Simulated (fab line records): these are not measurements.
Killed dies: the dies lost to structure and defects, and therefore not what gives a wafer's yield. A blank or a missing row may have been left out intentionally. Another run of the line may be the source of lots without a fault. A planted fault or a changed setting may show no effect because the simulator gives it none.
Which of the tools did it? + flow n5-finfet + 10 lots, 29 wafers sampled, at 4 steps of a route of 1938

== WHAT THE GAUGES READ, wafer by wafer ==
N5_MIM_BOT_LITHO_CD_MEAS_08 targets a cd of 3000 nm. Usual: cd-nm 2999.5 nm, standard deviation 1.9.
| lot  | measured     | on        | cd-nm (nm)           | flag |
|------|--------------|-----------|----------------------|------|
| L474 | day 13 02:59 | cd-sem-02 | 3001.5 3000.4 3001.8 |      |
| L475 | day 13 20:10 | cd-sem-01 | 2996.9 2996.1 2997.4 |      |
| L477 | day 13 22:52 | cd-sem-02 | 2998.0 2996.9 2997.7 |      |
| L483 | day 14 18:41 | cd-sem-03 | 2999.6 2997.5 3000.1 |      |
| L484 | day 14 21:47 | cd-sem-02 | 3003.2 2998.9 3000.3 |      |
| L485 | day 16 04:10 | cd-sem-01 | 2998.9 3000.6 3000.7 |      |
| L489 | day 16 16:11 | cd-sem-02 | 3000.8 2997.0 3000.6 |      |
| L493 | day 17 20:50 | cd-sem-03 | 3001.4 3001.1 3001.0 |      |
| L494 | day 18 22:15 | cd-sem-02 | 2999.6 2997.4 2997.6 |      |
| L495 | day 19 05:08 | cd-sem-02 | 2999.3 2999.2        |      |

N5_PASSIVATION_INSPECT_61: inspects for defects (macro). Usual: raw-defect-count 2.0, standard deviation 1.3.
| lot  | measured     | on                | raw-defect-count | flag |
|------|--------------|-------------------|------------------|------|
| L474 | day 13 04:56 | defect-inspect-01 | 1 4 0            |      |
| L475 | day 13 23:46 | defect-inspect-02 | 2 2 3            |      |
| L477 | day 14 00:26 | defect-inspect-01 | 4 0 4            |      |
| L483 | day 14 21:04 | defect-inspect-01 | 2 1 1            |      |
| L484 | day 15 00:50 | defect-inspect-02 | 4 3 1            |      |
| L485 | day 16 06:27 | defect-inspect-01 | 0 4 2            |      |
| L489 | day 16 19:58 | defect-inspect-01 | 3 3 4            |      |
| L493 | day 17 22:37 | defect-inspect-02 | 1 5 2            |      |
| L494 | day 19 02:37 | defect-inspect-02 | 1 4 2            |      |
| L495 | day 19 07:27 | defect-inspect-01 | 2 0              |      |

== WHAT TOOL EACH LOT RAN ON (gives the tool, then ch and the chambers of the sampled wafers, and finally the start) ==
| lot  | N5_MIM_BOT_ETCH_ETCH_00           | N5_PASSIVATION_PECVD_55         |
|------|-----------------------------------|---------------------------------|
| L474 | rie-metal-01 ch 0,1, day 13 03:19 | pecvd-01 ch 0,1,2, day 13 04:04 |
| L475 | rie-metal-03 ch 0,1, day 13 20:30 | pecvd-03 ch 0,1,2, day 13 21:10 |
| L477 | rie-metal-01 ch 0,1, day 13 23:12 | pecvd-03 ch 0,2, day 13 23:50   |
| L483 | rie-metal-01 ch 0, day 14 19:01   | pecvd-03 ch 0,2, day 14 19:39   |
| L484 | rie-metal-01 ch 0,1, day 14 22:24 | pecvd-03 ch 0,1,2, day 14 23:00 |
| L485 | rie-metal-03 ch 0,1, day 16 04:32 | pecvd-01 ch 1,2, day 16 05:08   |
| L489 | rie-metal-03 ch 0,1, day 16 16:34 | pecvd-04 ch 0,2, day 16 17:10   |
| L493 | rie-metal-02 ch 0,1, day 17 21:10 | pecvd-01 ch 1,2, day 17 21:55   |
| L494 | rie-metal-02 ch 0,1, day 18 22:41 | pecvd-03 ch 0,2, day 18 23:20   |
| L495 | rie-metal-02 ch 0,1, day 19 05:49 | pecvd-03 ch 1,2, day 19 06:34   |
- N5_MIM_BOT_ETCH_ETCH_00: etches TiN in Cl2/BCl3, target depth 45.5 nm.
- N5_PASSIVATION_PECVD_55: deposits SiO2 from SiH4/N2O, target thk 400 nm, time 22.5 s.

== WHAT THE TOOLS THEMSELVES READ (means of the sampled wafers that have a number; where no wafer has one, the mark that the record gives instead) ==
N5_MIM_BOT_ETCH_ETCH_00. Usual: drypump-motor-current-A 5.4 A, standard deviation 0.34; he-backside-leak-sccm 3.31 sccm, standard deviation 0.15; mfc-ar-sccm 24.99 sccm, standard deviation 0.082; oes-product-au 0.79 a.u., standard deviation 0.1; rf-fwd-power-W 994.7 W, standard deviation 2.8; throttle-valve-pct 22.0 %, standard deviation 0.31.
| lot  | tool         | drypump-motor-current-A (A) | he-backside-leak-sccm (sccm) | mfc-ar-sccm (sccm) | oes-product-au (a.u.) | rf-fwd-power-W (W) | throttle-valve-pct (%) | flag |
|------|--------------|-----------------------------|------------------------------|--------------------|-----------------------|--------------------|------------------------|------|
| L474 | rie-metal-01 | 5.4                         | 3.14                         | 24.99              | 0.74                  | 995.7              | 22.2                   |      |
| L475 | rie-metal-03 | 5.5                         | 3.29                         | 25.16              | 0.76                  | 992.6              | 22.2                   |      |
| L477 | rie-metal-01 | 5.4                         | 3.19                         | 25.02              | 0.73                  | 996.0              | 22.2                   |      |
| L483 | rie-metal-01 | 5.1                         | 3.15                         | 24.92              | 0.76                  | 995.5              | 22.0                   |      |
| L484 | rie-metal-01 | 5.4                         | 3.19                         | 24.88              | 0.73                  | 992.1              | 22.2                   |      |
| L485 | rie-metal-03 | 5.3                         | 3.39                         | 25.02              | 0.71                  | 991.6              | 22.1                   |      |
| L489 | rie-metal-03 | 5.3                         | 3.36                         | 25.01              | 0.70                  | 993.3              | 22.1                   |      |
| L493 | rie-metal-02 | 5.2                         | 3.37                         | 25.04              | 0.85                  | 993.7              | 21.8                   |      |
| L494 | rie-metal-02 | 5.2                         | 3.43                         | 25.02              | 0.85                  | 994.7              | 21.8                   |      |
| L495 | rie-metal-02 | 5.2                         | 3.56                         | 24.96              | 0.85                  | 994.3              | 21.8                   |      |

N5_PASSIVATION_PECVD_55. Usual: heater-power-w 682 W, standard deviation 110; rf-fwd-power-W 601.1 W, standard deviation 2.6; showerhead-plenum-p-Torr 8.21 Torr, standard deviation 0.1; throttle-valve-pct 51.7 %, standard deviation 2.5.
| lot  | tool     | heater-power-w (W) | rf-fwd-power-W (W) | showerhead-plenum-p-Torr (Torr) | throttle-valve-pct (%) | flag |
|------|----------|--------------------|--------------------|---------------------------------|------------------------|------|
| L474 | pecvd-01 | 663                | 602.3              | 8.19                            | 52.0                   |      |
| L475 | pecvd-03 | 576                | 601.5              | 8.23                            | 49.4                   |      |
| L477 | pecvd-03 | 504                | 600.1              | 8.24                            | 49.7                   |      |
| L483 | pecvd-03 | 550                | 598.4              | 8.28                            | 48.4                   |      |
| L484 | pecvd-03 | 634                | 601.2              | 8.24                            | 49.3                   |      |
| L485 | pecvd-01 | 728                | 598.4              | 8.26                            | 51.6                   |      |
| L489 | pecvd-04 | 805                | 604.3              | 8.06                            | 55.2                   |      |
| L493 | pecvd-01 | 611                | 601.2              | 8.27                            | 52.2                   |      |
| L494 | pecvd-03 | 573                | 599.7              | 8.26                            | 48.8                   |      |
| L495 | pecvd-03 | 666                | 600.4              | 8.26                            | 49.0                   |      |

== THE ANSWER, worked out from the rows above alone ==
Rule: a lot counts as off when the mean over its wafers that have a number is more than 3 standard deviations away from the usual mean. Also off: a lot with no number at a reading for which 4 or more lots have one. The other lots that the step has rows for count as sound. First the gauges in route order, then the tools' own readings, where a lot's mean is used as printed above. The first step at which some lot is off is used, and at that step the reading that is off furthest; a lot without a number counts as furthest.
None of the lots is off at any reading shown; this tells nothing.

== WHAT HAD BEEN PUT IN BY THE SIMULATOR ==
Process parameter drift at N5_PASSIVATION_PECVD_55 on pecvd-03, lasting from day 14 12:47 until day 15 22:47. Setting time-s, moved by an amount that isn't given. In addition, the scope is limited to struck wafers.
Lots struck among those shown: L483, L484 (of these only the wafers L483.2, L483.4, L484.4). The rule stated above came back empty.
